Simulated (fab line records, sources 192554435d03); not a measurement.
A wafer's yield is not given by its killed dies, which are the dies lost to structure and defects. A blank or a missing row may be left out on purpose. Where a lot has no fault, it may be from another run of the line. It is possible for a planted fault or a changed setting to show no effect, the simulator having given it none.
Struck lot and sound lot, side by side / flow n5_finfet / 37 steps out of a route of 1938
Sound: wafers L337.1, L337.3, L337.4. The struck wafers were L332.1, L332.4, L332.6. The cause is named last.
Order at every step that has rows: each side's tool, ch and its chambers, its first start. Under that, the readings that differ: sound wafers / struck wafers / difference of the means / sigmas: that difference in standard deviations of wafers without a fault.
alike: readings whose means differ by less than 2 such deviations, and words and numbers that are the same on both sides. not compared: withheld readings, readings that some wafer has no value for, bounds like >300 that may hide the same value, and numbers for which the record gives no deviation and whose values overlap.
Wherever a step has rows on one side only, a row that says differs or no value, or a row with sigmas, the two part there. When numbers do not overlap yet have no deviation, they are printed without sigmas and do not part them. A reading that every wafer of one side lacks parts them only if that side has two wafers or more.

first, 9 steps without rows for these wafers: N5_BEOL_M4_ANNEAL_95 (time 240 s); N5_BEOL_M4_SPUTTER_96 (material Cu, target thk 4.5 nm, time 8.29 s); N5_BEOL_M4_ECD_50 (material Cu, target thk 300 nm); N5_BEOL_M4_ANNEAL_51 (time 90 s); N5_BEOL_M4_CMP_52 (polishes, stops on SiOC, t overpolish 6.8 s, target thk 40 nm); N5_BEOL_M4_PRE_CLEAN_60 (time 15 s); N5_BEOL_M4_CO_CAP_55 (material Co, precursor CCTBA/H2, target thk 2 nm, time 102.1 s); N5_BEOL_M4_PRE_CLEAN_56 (time 15 s); N5_BEOL_M4_DEP_57 (deposits SiCN from 3MS/NH3, target thk 8 nm, time 14 s).
N5_BEOL_M4_RC_MEAS_101:
  sound on prober-02 ch 0, day 11 22:37; struck on prober-02 ch 0, day 10 20:55
  alike: DIBL_N, DIBL_P, IOFF_N, IOFF_P, ION_N, ION_P, SS_N, SS_P, VT_N, VT_P
then, 24 steps without rows for these wafers: N5_BEOL_M5_ILD_DEP_00 (deposits SiCOH lowk from DEMS/porogen, target thk 140.64 nm, time 25.9 s); N5_BEOL_M5_CURE_79 (cures SiCOH lowk, time 240 s); N5_BEOL_M5_PECVD_70 (deposits SiO2 from TEOS/O2, target thk 16 nm, time 18 s); N5_BEOL_M5_HM_DEP_02 (deposits TiN, target thk 20 nm); N5_BEOL_M5_COAT_59 (time 60 s, resist thk 60 nm); N5_BEOL_M5_COAT_60 (time 60 s, resist thk 12 nm); N5_BEOL_M5_COAT_71 (time 60 s, resist thk 5 nm); N5_BEOL_M5_COAT_05 (resist thk 30 nm); N5_BEOL_M5_EBR_07; N5_BEOL_M5_SOFTBAKE_06 (time 60 s); N5_BEOL_M5_EXPOSE_08 (exposes mask M5, target cd 28 nm); N5_BEOL_M5_PEB_09 (peb time 60 s); N5_BEOL_M5_DEVELOP_10 (develop time 30 s); N5_BEOL_M5_DESCUM_16 (chemistry O2, time 7 s); N5_BEOL_M5_ETCH_72 (etches underlayer in N2/H2, target depth 6.5 nm, time 5.2 s); N5_BEOL_M5_ETCH_61 (etches SiARC in CF4, target depth 15.6 nm, time 26 s); N5_BEOL_M5_ETCH_62 (etches SOC in N2/H2, target depth 75 nm, overetch 15 nm, time 112.5 s); N5_BEOL_M5_STRIP_63 (strips in N2/H2); N5_BEOL_M5_STRIP_73 (strips in N2/H2); N5_BEOL_M5_STRIP_64 (strips in CF4); N5_BEOL_M5_HM_OPEN_17 (chemistry Cl2/BCl3, target TiN, target depth 20 nm, overetch 6 nm); N5_BEOL_M5_STRIP_19 (strips in O2); N5_BEOL_M5_COAT_65 (time 60 s, resist thk 60 nm); N5_BEOL_M5_COAT_66 (time 60 s, resist thk 12 nm).
-- here the record skips 2 days between the struck wafers' starts before and after, leaving off in module BEOL_M5 and picking up in module BEOL_M11 (first step shown: number 1577 of the route) --
N5_BEOL_M11_STRIP_36: strips in N2/H2.
  sound on rie_diel-05 ch 0,1,2, day 14 09:28; struck on rie_diel-03 ch 1,2,3, day 12 22:16
  no value came back on the struck wafers for any of 9 readings (bias_power_w (W), chamber_pressure_mTorr (mTorr) and others); on the sound wafers bias_power_w (W) reads 7.004 7.011 6.963
reading=model.SOC_of_BEOL_M11_COAT_63.thk_nm (nm); sound=0 0 0; struck=92.2 92 92; difference=+92.1; sigmas=
N5_BEOL_M11_ETCH_41: etches SiCN in CH3F/O2, target depth 42.6 nm, time 86 s.
  sound on rie_diel-05 ch 0,1,2; struck on rie_diel-03 ch 1,2,3, day 12 22:22
reading=model.SOC_of_BEOL_M11_COAT_63.thk_nm (nm); sound=0 0 0; struck=65.8 65.4 66; difference=+65.7; sigmas=
  alike: bias_w, drypump_motor_current_A, oes_product_au, rf_vpp_V, showerhead_plenum_p_Torr, throttle_valve_pct
  not compared: rf_hours_counter_h
N5_PASSIVATION_PROBE_49:
  rows exist in the record for the struck wafers here (prober-01, day 14 20:33), but not for the sound ones

## WHERE THEY PART
Earliest at N5_BEOL_M11_STRIP_36; latest, in this record, at N5_PASSIVATION_PROBE_49.

WHY: the cause the simulator had injected
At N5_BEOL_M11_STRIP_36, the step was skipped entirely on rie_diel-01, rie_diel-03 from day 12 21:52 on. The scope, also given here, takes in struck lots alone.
